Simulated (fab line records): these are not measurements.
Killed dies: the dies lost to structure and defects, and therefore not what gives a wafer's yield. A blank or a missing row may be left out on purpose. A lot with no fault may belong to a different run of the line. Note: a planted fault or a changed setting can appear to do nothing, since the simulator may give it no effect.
Split-lot experiment -- flow n5 finfet -- on a route of 1938 steps: 7 lots, 21 wafers read

THE SPLIT
At N5_BEOL_M5_COAT_22 (resist thk 30 nm), the setting spin rpm was moved away from the recipe's 1500 rpm on 4 of the 21 wafers read, by -3.9% to +8.7%. For the rest of the wafers, this setting stayed at what the recipe calls for.

FROM THE SPLIT TO THE READING: what the file shows between them, 2 steps
- N5_BEOL_M5_EXPOSE_25: exposes mask V4, defocus 10 nm (also split here: dose mj)
- N5_BEOL_M5_PEB_26: peb time 60 s

THE READING
CAR-EUV_of_BEOL_M5_COAT_22.thk nm (the simulator's own value, which no gauge read), in nm, at N5_BEOL_M5_DEVELOP_27 (develop time 30 s). The file gives no usual value for it. Across the 17 wafers here that went through the recipe, the average is 29.5 nm and the standard deviation 0.14 nm.

wafer,"tool, chamber at the split","spin rpm as run, rpm",against the recipe,"CAR-EUV_of_BEOL_M5_COAT_22.thk nm, nm",against lot-mates on the recipe
L074.1,"litho track-02, 0",1500,recipe,29.6,-
L074.2,"litho track-02, 0",1500,recipe,29.4,-
L074.5,"litho track-02, 0",1548,+3.2%,29,-0.5
L075.1,"litho track-01, 0",1604,+6.9%,28.4,-0.8
L075.2,"litho track-01, 0",1500,recipe,29.2,-
L075.3,"litho track-01, 0",1500,recipe,29.2,-
L078.1,"litho track-01, 0",1500,recipe,29.4,-
L078.5,"litho track-01, 0",1500,recipe,29.4,-
L078.4,"litho track-01, 0",1441,-3.9%,30,+0.6
L083.3,"litho track-02, 0",1500,recipe,29.6,-
L083.6,"litho track-02, 0",1500,recipe,29.6,-
L083.5,"litho track-02, 0",1500,recipe,29.4,-
L094.1,"litho track-02, 0",1500,recipe,29.6,-
L094.2,"litho track-02, 0",1500,recipe,29.6,-
L094.3,"litho track-02, 0",1500,recipe,29.6,-
L096.2,"litho track-01, 0",1500,recipe,29.6,-
L096.4,"litho track-01, 0",1500,recipe,29.6,-
L096.3,"litho track-01, 0",1500,recipe,29.4,-
L097.3,"litho track-02, 0",1500,recipe,29.6,-
L097.4,"litho track-02, 0",1630,+8.7%,28.4,-1.1
L097.5,"litho track-02, 0",1500,recipe,29.4,-

FIT RESULTS
A straight line over all 21 wafers: CAR-EUV_of_BEOL_M5_COAT_22.thk nm changes by -0.137 nm for each +1% of spin rpm; r = -0.94; the points scatter about the line by 0.14 nm.
The same after taking each lot's own level away (the mean of its wafers on the recipe; 21 wafers): -0.128 nm for each +1%; r = -0.98; scatter 0.079 nm.
Per that fit: largest spin rpm move, reading shift of 1.1 nm.
From 29.20 to 29.60 nm: that is the span of the lots' own levels, equal to 2.9 times the standard deviation above.
The two slopes are in agreement: the lot-to-lot level therefore moves the slope only a little.
Check: with one of the wafers moved furthest among these (+8.7%) left out of the fit, the line predicts -1.12 nm for it against its lot-mates. Against them it came out at -1.1 nm.

ADDITIONAL SPLITS CARRIED BY THESE WAFERS
These wafers also went through other splits before the reading. Each is held against what the fit with the lots' levels taken away leaves over:
other split on the same wafers,wafers away from the commonest value,r with CAR-EUV_of_BEOL_M5_COAT_22.thk nm (lot level and that fit taken away)
N5_BEOL_M4_COAT_67 spin rpm,6,-0.04
N5_BEOL_M5_EXPOSE_25 dose mj,6,+0.24

THE WHOLE CHAIN: every reading that the file lists as answering this split, in the file's order
step,what it does,reading,change (the file's fit),r (the file's)
N5_BEOL_M5_COAT_22,resist thk 30 nm,"CAR-EUV_of_BEOL_M5_COAT_22.thk nm (the simulator's own value, which no gauge read)",-0.141 nm for each +1% of the setting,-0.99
N5_BEOL_M5_DEVELOP_27,develop time 30 s,"CAR-EUV_of_BEOL_M5_COAT_22.thk nm (the simulator's own value, which no gauge read)",-0.128 nm for each +1% of the setting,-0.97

THE FILE'S OWN FIT
CAR-EUV_of_BEOL_M5_COAT_22.thk nm changes by -0.128 nm for each +1% of spin rpm, r = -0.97.
